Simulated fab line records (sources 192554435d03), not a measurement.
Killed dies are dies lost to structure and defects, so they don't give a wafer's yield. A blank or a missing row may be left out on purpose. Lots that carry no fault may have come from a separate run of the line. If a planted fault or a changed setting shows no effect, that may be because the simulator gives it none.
Which of the tools did it?	flow n5 finfet	72 wafers from 24 lots sampled at 2 of the route's 1938 steps

WHAT THE GAUGES SHOWED, per wafer
N5_BEOL_M0_RS_MEAS_126: the measuring method here is four-point-probe. Usual: M0_RS gives 0.534 ohm/sq (standard deviation 0.017).
lot	measured	on	M0_RS (ohm/sq)	flag
L074	day 6 08:34	film metro-02	0.543 0.520 0.523	
L075	day 6 11:24	film metro-01	0.537 0.540 0.513	
L076	day 6 15:57	film metro-02	0.554 0.527 0.506	
L078	day 6 23:48	film metro-02	0.524 0.544 0.526	
L077	day 7 02:09	film metro-02	0.526 0.514 0.520	
L079	day 7 08:59	film metro-01	0.532 0.518 0.521	
L080	day 7 09:32	film metro-01	0.537 0.559 0.539	
L081	day 7 18:44	film metro-02	0.550 0.541 0.523	
L082	day 8 00:46	film metro-02	0.536 0.525 0.526	
L083	day 8 01:20	film metro-01	0.525 0.531 0.521	
L084	day 8 11:30	film metro-01	0.527 0.532 0.518	
L085	day 8 16:58	film metro-01	0.513 0.529 0.534	
L086	day 9 03:41	film metro-02	0.542 0.527 0.507	
L087	day 9 07:56	film metro-01	0.546 0.528 0.552	
L089	day 9 17:18	film metro-01	0.547 0.524 0.536	
L088	day 9 19:14	film metro-02	0.544 0.526 0.532	
L090	day 10 04:50	film metro-02	0.541 0.523 0.519	
L091	day 10 07:29	film metro-01	0.572 0.555 0.553	
L092	day 10 16:21	film metro-02	0.537 0.522 0.514	
L093	day 10 22:43	film metro-01	0.556 0.532 0.550	
L094	day 11 07:49	film metro-01	0.522 0.511 0.508	
L095	day 11 11:35	film metro-01	0.534 0.537 0.553	
L096	day 11 16:58	film metro-01	0.558 0.570 0.556	
L097	day 11 23:05	film metro-02	0.561 0.543 0.551	

N5_BEOL_M1_OVL_MEAS_29. Usual: V0_OVL gives -0.4 nm (standard deviation 0.75).
lot	measured	on	V0_OVL (nm)	flag
L074	day 6 10:29	overlay-01	0.3 0.2 0.0	
L075	day 6 14:06	overlay-02	-0.8 -0.8 -0.5	
L076	day 6 20:07	overlay-01	-0.5 -1.9 -1.1	
L078	day 7 02:13	overlay-01	-0.8 -1.0 0.0	
L077	day 7 06:31	overlay-01	0.3 -0.9 -0.4	
L079	day 7 12:33	overlay-02	-0.5 -0.3 -0.3	
L080	day 7 13:13	overlay-02	-1.1 -0.7 -1.2	
L081	day 7 22:11	overlay-01	0.4 0.6 0.6	
L082	day 8 03:07	overlay-01	-0.5 -1.5 -0.9	
L083	day 8 05:51	overlay-01	0.3 0.3 -0.8	
L084	day 8 14:44	overlay-01	-2.0 -2.5 -2.8	
L085	day 8 19:34	overlay-02	-0.8 -0.8 0.0	
L086	day 9 05:20	overlay-02	0.7 -0.2 -0.5	
L087	day 9 11:45	overlay-02	-1.5 -0.8 -0.7	
L089	day 9 19:22	overlay-02	-1.3 -0.5 -0.7	
L088	day 9 22:23	overlay-01	-1.1 -0.3 0.8	
L090	day 10 07:11	overlay-02	0.4 -0.6 0.3	
L091	day 10 09:43	overlay-01	0.3 0.4 -0.5	
L092	day 10 18:59	overlay-01	-0.4 -0.6 -0.9	
L093	day 11 01:07	overlay-01	1.1 0.6 0.1	
L094	day 11 10:46	overlay-01	-0.4 0.2 -0.2	
L095	day 11 14:52	overlay-01	0.6 -0.4 -0.3	
L096	day 11 19:39	overlay-01	0.0 0.1 0.1	
L097	day 12 01:07	overlay-02	-0.1 -0.1 -0.6	

WHAT TOOL EACH LOT RAN ON (gives the tool, then ch and the chambers of the sampled wafers, and finally the start)
No process step before these readings appears in the record.

WHAT THE TOOLS THEMSELVES READ (means of the sampled wafers that have a number; where no wafer has one, the mark that the record gives instead)
The record holds no such reading with a usual standard deviation.

THE ANSWER, worked out from the rows above alone
Rule: a lot counts as off when the mean over its wafers that have a number is more than 3 standard deviations away from the usual mean. A lot without any number at a reading at which 4 lots or more have one is off too. All remaining lots with rows at the step are treated as sound. The gauges are gone through in route order, then the tools' own readings, and for those a lot's mean is taken as printed above. The first step at which some lot is off is used, and at that step the reading that is off furthest; a lot without a number counts as furthest.
No lot is off at any reading shown: from this, nothing can be told.

WHAT THE SIMULATOR HAD INSERTED
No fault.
